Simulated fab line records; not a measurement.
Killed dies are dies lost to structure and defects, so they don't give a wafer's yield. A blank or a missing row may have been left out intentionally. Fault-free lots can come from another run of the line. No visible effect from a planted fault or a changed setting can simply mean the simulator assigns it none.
Chamber matching || flow n5_finfet || rie_diel-06 running N5_BEOL_M2_ETCH_69: 4 sister chambers
The step etches SiARC in CF4, target depth 15.6 nm, time 26 s. 8 wafers are shown with their chamber, then 8 later ones without.

== WAFERS PAIRED WITH THEIR CHAMBERS ==
{"wafer": "L074.2", "chamber": 0, "showerhead_plenum_p_Torr (Torr)": 2.09, "throttle_valve_pct (%)": 15.14}
{"wafer": "L079.4", "chamber": 2, "showerhead_plenum_p_Torr (Torr)": 2.18, "throttle_valve_pct (%)": 15.81}
{"wafer": "L081.1", "chamber": 2, "showerhead_plenum_p_Torr (Torr)": 2.18, "throttle_valve_pct (%)": 15.82}
{"wafer": "L081.2", "chamber": 1, "showerhead_plenum_p_Torr (Torr)": 2.21, "throttle_valve_pct (%)": 15.97}
{"wafer": "L080.4", "chamber": 3, "showerhead_plenum_p_Torr (Torr)": 2.16, "throttle_valve_pct (%)": 15.43}
{"wafer": "L080.5", "chamber": 1, "showerhead_plenum_p_Torr (Torr)": 2.21, "throttle_valve_pct (%)": 15.97}
{"wafer": "L080.6", "chamber": 0, "showerhead_plenum_p_Torr (Torr)": 2.09, "throttle_valve_pct (%)": 15.18}
{"wafer": "L085.1", "chamber": 3, "showerhead_plenum_p_Torr (Torr)": 2.15, "throttle_valve_pct (%)": 15.44}

== WAFERS MISSING THEIR CHAMBER ==
{"wafer": "L085.4", "showerhead_plenum_p_Torr (Torr)": 2.17, "throttle_valve_pct (%)": 15.82}
{"wafer": "L085.5", "showerhead_plenum_p_Torr (Torr)": 2.09, "throttle_valve_pct (%)": 15.20}
{"wafer": "L086.2", "showerhead_plenum_p_Torr (Torr)": 2.17, "throttle_valve_pct (%)": 15.84}
{"wafer": "L086.5", "showerhead_plenum_p_Torr (Torr)": 2.15, "throttle_valve_pct (%)": 15.47}
{"wafer": "L086.6", "showerhead_plenum_p_Torr (Torr)": 2.09, "throttle_valve_pct (%)": 15.20}
{"wafer": "L093.2", "showerhead_plenum_p_Torr (Torr)": 2.20, "throttle_valve_pct (%)": 15.47}
{"wafer": "L093.4", "showerhead_plenum_p_Torr (Torr)": 2.17, "throttle_valve_pct (%)": 15.88}
{"wafer": "L093.5", "showerhead_plenum_p_Torr (Torr)": 2.20, "throttle_valve_pct (%)": 15.47}

== WHICH CHAMBER EACH ONE RAN IN ==
{"wafer": "L085.4", "from the rows above": 2, "in truth": 2}
{"wafer": "L085.5", "from the rows above": 0, "in truth": 0}
{"wafer": "L086.2", "from the rows above": 2, "in truth": 2}
{"wafer": "L086.5", "from the rows above": 3, "in truth": 3}
{"wafer": "L086.6", "from the rows above": 0, "in truth": 0}
{"wafer": "L093.2", "from the rows above": 3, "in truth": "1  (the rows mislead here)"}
{"wafer": "L093.4", "from the rows above": 2, "in truth": 2}
{"wafer": "L093.5", "from the rows above": 3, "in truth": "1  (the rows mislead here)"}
Correctly placed: 6 of 8. Number that these rows cannot place: 0. Placed wrongly: 2.
How it was worked out, from the rows above alone: a wafer's distance from a chamber is the root of the sum, over the readings, of the square of ((its reading less the chamber's mean) divided by the reading's scatter). The wafer belongs to the nearest chamber; if the next one is less than 2 further off, it can't be placed. The mean given for a chamber averages the wafers shown for that chamber. How the scatter is found: for the shown wafers, subtract from each reading the mean of its chamber, square and add these, divide the total by (wafers less chambers), then take the root.
